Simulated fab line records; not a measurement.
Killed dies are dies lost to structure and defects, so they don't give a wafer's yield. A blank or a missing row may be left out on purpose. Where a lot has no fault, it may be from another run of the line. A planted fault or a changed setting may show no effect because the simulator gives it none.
Code-filled problem report in 8D (eight disciplines) form + flow nand harc + the parts of the form that need people (team, actions taken, sign-off) are left out

1. WHAT WENT WRONG
thk nm at NHARC_A_ONON_D1_THK_MEAS_30 reads a mean of 1108 nm on 1 wafer of 1 lot; wafers without a fault read 997 nm with a standard deviation of 12. Relative to the usual mean, that is a shift of +9.2 standard deviations.
The step: measures by ellipsometry.
First observed at day 13 12:52: wafer L971.2, on film metro-02. The record holds 38 wafers of 13 lots with a number at this step. By rule, "out" or "out of limits" means more than 4 standard deviations away from the usual mean. Any other wafer with a number is counted as sound.

2. WHAT IT IS AND WHAT IT IS NOT
| question                    | is                | is not                                                                                 |
|-----------------------------|-------------------|----------------------------------------------------------------------------------------|
| which readings at this step | thk nm            | -                                                                                      |
| which lots                  | L971              | L958, L960, L961, L963, L964, L965, L966, L970, L976, L977, L978, L980                 |
| which wafers of those lots  | L971.2            | L971.3                                                                                 |
| read on which gauges        | film metro-02     | film metro-01                                                                          |
| when                        | from day 13 12:52 | up to then (25 sound wafers); but 12 sound wafers of L976, L977, L978, L980 came after |

3. WHAT RULES OUT EACH SUSPECT
Counting: if a tool at a process step up to the reading ran every lot that is out, it stays a suspect. Sound lots after the first of them don't rule it out here, since some wafers of a struck lot are sound.
- the gauge at NHARC_A_ONON_D1_THK_MEAS_30: kept. All the wafers that are out were read on film metro-02, and no step on other tools shows them out.
- pecvd onon-04 at NHARC_A_ONON_D1_DEP_28 (target thk 1000 nm): kept. L971, the lot that is out, went through it at day 13 12:25; up to then, the latest sound lot through it was L966 at day 11 15:17.
What counting leaves: pecvd onon-04 at NHARC_A_ONON_D1_DEP_28 and film metro-02 at NHARC_A_ONON_D1_THK_MEAS_30.

4. THE CAUSE (what the simulator had put in)
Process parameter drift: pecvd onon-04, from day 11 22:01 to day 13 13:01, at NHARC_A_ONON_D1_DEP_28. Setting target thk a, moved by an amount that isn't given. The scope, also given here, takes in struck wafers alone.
Of the 2 suspects that counting leaves, this tool is one.

5. SEQUENCE OF EFFECTS, ordered by route
Each row: a reading where the mean over the struck wafers with a number is more than 3 standard deviations away from the usual. Only readings whose record carries a usual standard deviation are examined. hours: median over the lots of the time between each lot's start at the first step of this table that gives one and its start at this step. sigmas: the change, counted in usual standard deviations.
| hours | step                        | reading | usual  | on struck wafers | change | sigmas |
|-------|-----------------------------|---------|--------|------------------|--------|--------|
| 0     | NHARC_A_ONON_D1_THK_MEAS_30 | thk nm  | 997 nm | 1108             | +111   | +9.2   |

6. HOW IT WOULD HAVE BEEN CAUGHT EARLIER
In this record the first reading out of limits at a measuring or inspecting step was taken at day 13 12:52, 39 hours after the fault began at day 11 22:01.
By day 13 12:52, every lot that is out (1) had started NHARC_A_ONON_D1_DEP_28 on pecvd onon-04. Holding the tool at that point would not have protected any of them.
